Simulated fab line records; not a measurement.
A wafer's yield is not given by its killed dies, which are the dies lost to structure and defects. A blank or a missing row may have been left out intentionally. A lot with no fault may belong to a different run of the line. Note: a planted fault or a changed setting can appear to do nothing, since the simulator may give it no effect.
Check for tools in common / flow nand_harc / Lots sampled 11, wafers sampled 33

== WHAT PROMPTED THE OPENING ==
On 2 of the 11 lots, a flag is raised at NHARC_P_M2_CD_MEAS_09 on the reading cd_nm. No-fault wafers: 170.1 nm, standard deviation 0.5.
Rule: a lot gets a flag if all its wafers with a number sit over 4 standard deviations from that mean, or if no wafer of it has a number. All remaining lots are regarded as sound.

lot=L688; measured=day 6 07:31; on=cd_sem-02; cd_nm (nm), wafer by wafer=170.0 169.9 170.0; flag=
lot=L689; measured=day 6 20:00; on=cd_sem-01; cd_nm (nm), wafer by wafer=169.8 169.8 170.1; flag=
lot=L691; measured=day 7 08:37; on=cd_sem-03; cd_nm (nm), wafer by wafer=170.1 169.9 170.4; flag=
lot=L695; measured=day 7 20:38; on=cd_sem-03; cd_nm (nm), wafer by wafer=170.1 169.7 169.8; flag=
lot=L697; measured=day 8 06:53; on=cd_sem-02; cd_nm (nm), wafer by wafer=169.2 170.0 170.1; flag=
lot=L701; measured=day 9 10:31; on=cd_sem-03; cd_nm (nm), wafer by wafer=170.0 170.0 170.6; flag=
lot=L699; measured=day 9 10:55; on=cd_sem-03; cd_nm (nm), wafer by wafer=170.1 170.4 170.5; flag=
lot=L700; measured=day 9 11:37; on=cd_sem-03; cd_nm (nm), wafer by wafer=170.0 169.3 169.9; flag=
lot=L704; measured=day 10 09:08; on=cd_sem-02; cd_nm (nm), wafer by wafer=170.2 170.9 171.3; flag=
lot=L706; measured=day 10 15:55; on=cd_sem-03; cd_nm (nm), wafer by wafer=161.0 161.2 160.7; flag=FLAGGED
lot=L708; measured=day 11 03:12; on=cd_sem-03; cd_nm (nm), wafer by wafer=163.0 162.6 162.5; flag=FLAGGED
On average the flagged lots' numbers are 161.8 nm, which is -8.3 nm against the usual, or -17 standard deviations.

== LOT BY LOT: THE TOOL USED ==
The record holds 3 process steps before the reading, out of a route of 1159 steps. Each cell gives the tool, then ch followed by the chambers the sampled wafers passed through, then the start.
lot=L688; flag=; NHARC_P_M1_DESCUM_14=rie_diel-08 ch 1,2, day 6 03:09; NHARC_P_M1_ANNEAL_31=rtp_anneal-01 ch 0, day 6 05:02; NHARC_P_M2_PEB_07=litho_track-01 ch 0, day 6 07:26
lot=L689; flag=; NHARC_P_M1_DESCUM_14=rie_diel-08 ch 0,2, day 6 15:56; NHARC_P_M1_ANNEAL_31=rtp_anneal-02 ch 0, day 6 17:51; NHARC_P_M2_PEB_07=litho_track-04 ch 0, day 6 19:55
lot=L691; flag=; NHARC_P_M1_DESCUM_14=rie_diel-08 ch 0,1, day 7 04:35; NHARC_P_M1_ANNEAL_31=rtp_anneal-01 ch 0, day 7 06:38; NHARC_P_M2_PEB_07=litho_track-01 ch 0, day 7 08:32
lot=L695; flag=; NHARC_P_M1_DESCUM_14=rie_diel-05 ch 0,3, day 7 16:39; NHARC_P_M1_ANNEAL_31=rtp_anneal-01 ch 0, day 7 18:25; NHARC_P_M2_PEB_07=litho_track-06 ch 0, day 7 20:33
lot=L697; flag=; NHARC_P_M1_DESCUM_14=rie_diel-09 ch 0,1, day 8 02:51; NHARC_P_M1_ANNEAL_31=rtp_anneal-01 ch 0, day 8 04:42; NHARC_P_M2_PEB_07=litho_track-04 ch 0, day 8 06:48
lot=L701; flag=; NHARC_P_M1_DESCUM_14=rie_diel-09 ch 2,3, day 9 06:25; NHARC_P_M1_ANNEAL_31=rtp_anneal-02 ch 0, day 9 08:14; NHARC_P_M2_PEB_07=litho_track-01 ch 0, day 9 10:26
lot=L699; flag=; NHARC_P_M1_DESCUM_14=rie_diel-08 ch 0,2,3, day 9 06:35; NHARC_P_M1_ANNEAL_31=rtp_anneal-01 ch 0, day 9 08:35; NHARC_P_M2_PEB_07=litho_track-04 ch 0, day 9 10:50
lot=L700; flag=; NHARC_P_M1_DESCUM_14=rie_diel-09 ch 0,2, day 9 06:58; NHARC_P_M1_ANNEAL_31=rtp_anneal-02 ch 0, day 9 08:48; NHARC_P_M2_PEB_07=litho_track-06 ch 0, day 9 11:32
lot=L704; flag=; NHARC_P_M1_DESCUM_14=rie_diel-09 ch 0,2,3, day 10 05:05; NHARC_P_M1_ANNEAL_31=rtp_anneal-01 ch 0, day 10 06:50; NHARC_P_M2_PEB_07=litho_track-04 ch 0, day 10 09:04
lot=L706; flag=FLAGGED; NHARC_P_M1_DESCUM_14=rie_diel-08 ch 0,3, day 10 11:51; NHARC_P_M1_ANNEAL_31=rtp_anneal-01 ch 0, day 10 13:41; NHARC_P_M2_PEB_07=litho_track-04 ch 0, day 10 15:50
lot=L708; flag=FLAGGED; NHARC_P_M1_DESCUM_14=rie_diel-05 ch 0,1,2, day 10 23:20; NHARC_P_M1_ANNEAL_31=rtp_anneal-02 ch 0, day 11 01:05; NHARC_P_M2_PEB_07=litho_track-04 ch 0, day 11 03:07
These steps, and what they do:
- NHARC_P_M1_DESCUM_14: chemistry O2, time 3 s.
- NHARC_P_M1_ANNEAL_31: time 90 s.
- NHARC_P_M2_PEB_07: peb time 65 s.
- NHARC_P_M2_CD_MEAS_09: target cd 170 nm.

== FLAGGED AGAINST TOTAL, ONE TOOL AT A TIME (gauges that did the reading follow at the end) ==
step=NHARC_P_M1_DESCUM_14; tool=rie_diel-05; lots run=2; flagged=1; share of the flagged lots=some; sound lots run after its first flagged lot=0
step=NHARC_P_M1_DESCUM_14; tool=rie_diel-08; lots run=5; flagged=1; share of the flagged lots=some; sound lots run after its first flagged lot=0
step=NHARC_P_M1_DESCUM_14; tool=rie_diel-09; lots run=4; flagged=0; share of the flagged lots=none; sound lots run after its first flagged lot=-
step=NHARC_P_M1_ANNEAL_31; tool=rtp_anneal-01; lots run=7; flagged=1; share of the flagged lots=some; sound lots run after its first flagged lot=0
step=NHARC_P_M1_ANNEAL_31; tool=rtp_anneal-02; lots run=4; flagged=1; share of the flagged lots=some; sound lots run after its first flagged lot=0
step=NHARC_P_M2_PEB_07; tool=litho_track-01; lots run=3; flagged=0; share of the flagged lots=none; sound lots run after its first flagged lot=-
step=NHARC_P_M2_PEB_07; tool=litho_track-04; lots run=6; flagged=2; share of the flagged lots=all; sound lots run after its first flagged lot=0
step=NHARC_P_M2_PEB_07; tool=litho_track-06; lots run=2; flagged=0; share of the flagged lots=none; sound lots run after its first flagged lot=-
step=NHARC_P_M2_CD_MEAS_09; tool=cd_sem-01; lots run=1; flagged=0; share of the flagged lots=none; sound lots run after its first flagged lot=-
step=NHARC_P_M2_CD_MEAS_09; tool=cd_sem-02; lots run=3; flagged=0; share of the flagged lots=none; sound lots run after its first flagged lot=-
step=NHARC_P_M2_CD_MEAS_09; tool=cd_sem-03; lots run=7; flagged=2; share of the flagged lots=all; sound lots run after its first flagged lot=0

== WHAT THE TABLE PERMITS ==
2 rows of the table ran every flagged lot: litho_track-04 at NHARC_P_M2_PEB_07, cd_sem-03 at NHARC_P_M2_CD_MEAS_09.
- litho_track-04 at NHARC_P_M2_PEB_07 ran 6 lots, 2 of them flagged. Last sound lot L704 at day 10 09:04, first flagged lot L706 at day 10 15:50; a fault beginning in between fits. Its own readings lie more than 4 standard deviations out on every wafer of the flagged lots: heater_power_total_W.
- cd_sem-03 at NHARC_P_M2_CD_MEAS_09 ran 7 lots, 2 of them flagged. Last sound lot L700 at day 9 11:37, first flagged lot L706 at day 10 15:55; a fault beginning in between fits.
Because each of these 2 tools fits a fault that began at some hour, counting lots does not separate them. More lots, or a look at what each step does to the wafer, might.

== WHAT HAD BEEN PUT IN BY THE SIMULATOR ==
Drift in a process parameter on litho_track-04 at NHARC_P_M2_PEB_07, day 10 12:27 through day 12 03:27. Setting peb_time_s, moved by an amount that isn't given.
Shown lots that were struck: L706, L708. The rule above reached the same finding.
